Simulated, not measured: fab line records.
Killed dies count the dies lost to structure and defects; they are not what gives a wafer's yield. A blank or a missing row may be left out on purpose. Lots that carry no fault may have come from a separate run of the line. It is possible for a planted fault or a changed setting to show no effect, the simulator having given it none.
Struck lot and sound lot, side by side + flow nandHarc + 24 steps out of a route of 1159
Sound: wafers L871.1, L871.2, L871.6. Wafers struck: L883.1, L883.4, L883.6. The cause is named last.
Order at every step that has rows: each side's tool, ch and its chambers, its first start. Under that, the readings that differ: sound wafers + struck wafers + difference of the means + sigmas: that difference in standard deviations of wafers without a fault.
alike: same words and numbers on both sides, and readings whose means sit less than 2 such deviations apart. not compared: any withheld reading, any reading some wafer has no value for, any bound like >300 that may hide the same value, and any number with overlapping values for which the record gives no deviation.
Wherever a step has rows on one side only, a row that says differs or no value, or a row with sigmas, the two part there. Numbers that don't overlap but have no deviation are shown without sigmas and don't part them. A reading missing from all wafers of one side parts the sides only when that side holds two or more wafers.

first, 1 step without rows for these wafers: NHARC_A_M0_SRD_25.
NHARC_A_M0_INSPECT_27:
  struck on defectInspect-01, day 21 02:44; sound on defectInspect-02, day 17 20:57
  alike: rawDefectCount
NHARC_A_M0_PRE_CLEAN_31: time 12 s.
  sound on pecvd-03 ch 1,2, day 17 21:02; struck on pecvd-01 ch 0,1, day 21 02:49
| reading         | sound             | struck            | difference | sigmas |
|-----------------|-------------------|-------------------|------------|--------|
| rfFwdPowerW (W) | 290.7 291.8 291.7 | 292.1 293.8 293.8 | +1.8       | +2     |
  alike: heaterPowerW
NHARC_A_M0_DEP_32: deposits SiCN, target thk 30 nm.
  sound on pecvd-03 ch 1,2, day 17 21:08; struck on pecvd-01 ch 0,1, day 21 02:56
  alike: heaterPowerW, rfFwdPowerW
then, 7 steps without rows for these wafers: NHARC_A_M1_DEP_00 (deposits SiOC, target thk 182.5 nm); NHARC_A_M1_DEHYDRATE_01 (time 120 s); NHARC_A_M1_HMDS_02 (time 30 s); NHARC_A_M1_COAT_34 (time 65 s); NHARC_A_M1_COAT_03 (resist thk 90 nm); NHARC_A_M1_SOFTBAKE_04 (time 55 s); NHARC_A_M1_EBR_05.
NHARC_A_M1_EXPOSE_06: exposes mask A M1, target cd 120 nm.
  sound on arfiScanner-03 ch 0, day 17 22:12; struck on arfiScanner-02 ch 0, day 21 03:58
| reading           | sound             | struck            | difference | sigmas      |
|-------------------|-------------------|-------------------|------------|-------------|
| exposureDoseMJCm2 | 75.16 75.10 75.04 | 84.51 84.43 84.45 | +9.36      | +99 or more |
  alike: mask
then, 2 steps without rows for these wafers: NHARC_A_M1_PEB_07 (peb time 65 s); NHARC_A_M1_DEVELOP_08 (develop time 35 s).
NHARC_A_M1_CD_MEAS_09: target cd 120 nm.
  sound on cdSem-03 ch 0, day 17 22:20; struck on cdSem-01 ch 0, day 21 04:07
| reading   | sound             | struck            | difference | sigmas |
|-----------|-------------------|-------------------|------------|--------|
| cdNm (nm) | 120.4 120.2 119.9 | 127.5 127.5 127.3 | +7.3       | +18    |
NHARC_A_M1_OVL_MEAS_10: pitch 240 nm.
  struck on overlay-01, day 21 04:12; sound on overlay-01, day 17 22:26
  alike: overlayXNm, overlayYNm
NHARC_A_M1_INSPECT_11:
  struck on defectInspect-02, day 21 04:14; sound on defectInspect-01, day 17 22:28
  alike: rawDefectCount
NHARC_A_M1_DESCUM_14: chemistry O2, time 3 s.
  sound on rieDiel-09 ch 0,2, day 17 22:32; struck on rieDiel-05 ch 0,1, day 21 04:18
| reading              | sound             | struck            | difference | sigmas |
|----------------------|-------------------|-------------------|------------|--------|
| model.A_M1.cdNm (nm) | 120.7 120.1 120.6 | 127.3 127.7 127.2 | +6.9       |        |
  alike: drypumpMotorCurrentA, oesProductAu, rfVppV, showerheadPlenumPTorr, throttleValvePct
  not compared: rfHoursCounterH
NHARC_A_M1_ETCH_35: etches the open film in N2/H2, target depth 40 nm, overetch 12 nm, time 43.94 s.
  sound on rieDiel-09 ch 0,1,3, day 17 22:37; struck on rieDiel-05 ch 0,1,2, day 21 04:23
  alike: drypumpMotorCurrentA, oesProductAu, rfFwdPowerW, rfVppV, showerheadPlenumPTorr, throttleValvePct
  not compared: rfHoursCounterH
NHARC_A_M1_ETCH_15: etches the open film in C4F8/Ar, target depth 182.5 nm, time 91.2 s.
  sound on rieDiel-09 ch 0,2,3; struck on rieDiel-05 ch 1,2,3
| reading         | sound             | struck            | difference | sigmas |
|-----------------|-------------------|-------------------|------------|--------|
| rfFwdPowerW (W) | 595.3 592.2 592.1 | 597.9 598.7 598.5 | +5.2       | +2     |
  alike: oesProductAu, rfVppV
  not compared: rfHoursCounterH
NHARC_A_M1_CD_MEAS_16:
  struck on cdSem-01, day 21 04:37; sound on cdSem-01, day 17 22:50
| reading   | sound             | struck            | difference | sigmas |
|-----------|-------------------|-------------------|------------|--------|
| cdNm (nm) | 120.6 120.5 120.8 | 127.3 127.6 127.4 | +6.8       | +13    |
NHARC_A_M1_STRIP_18: strips in N2/H2.
  sound on rieDiel-08 ch 0,1,2, day 17 22:54; struck on rieDiel-09 ch 0,2, day 21 04:41
| reading                  | sound          | struck         | difference | sigmas |
|--------------------------|----------------|----------------|------------|--------|
| drypumpMotorCurrentA (A) | 6.4 6.5 6.3    | 5.4 5.1 5.4    | -1.1       | -2     |
| rfVppV (V)               | 91.5 92.8 92.6 | 90.2 90.2 89.6 | -2.3       | -2     |
  alike: oesProductAu, rfFwdPowerW, showerheadPlenumPTorr, throttleValvePct
  not compared: rfHoursCounterH
NHARC_A_M1_ETCH_28: etches the open film in CF4/N2, target depth 30 nm, time 72.99 s.
  sound on rieDiel-08 ch 1,3; struck on rieDiel-09 ch 0,1,2
| reading              | sound             | struck            | difference | sigmas |
|----------------------|-------------------|-------------------|------------|--------|
| model.A_M1.cdNm (nm) | 120.7 120.3 120.6 | 127.4 127.7 127.7 | +7.1       |        |
  alike: drypumpMotorCurrentA, oesProductAu, rfFwdPowerW, rfVppV, showerheadPlenumPTorr, throttleValvePct
  not compared: rfHoursCounterH
then, 1 step without rows for these wafers: NHARC_A_M1_STRIP_19 (strips in post etch residue remover, time 600 s).

== WHERE THEY PART ==
At NHARC_A_M0_PRE_CLEAN_31 first; at NHARC_A_M1_STRIP_18 last (within this record only). Later steps at which nothing parts them and some readings are alike: NHARC_A_M1_ETCH_28.

WHY: the cause the simulator had injected
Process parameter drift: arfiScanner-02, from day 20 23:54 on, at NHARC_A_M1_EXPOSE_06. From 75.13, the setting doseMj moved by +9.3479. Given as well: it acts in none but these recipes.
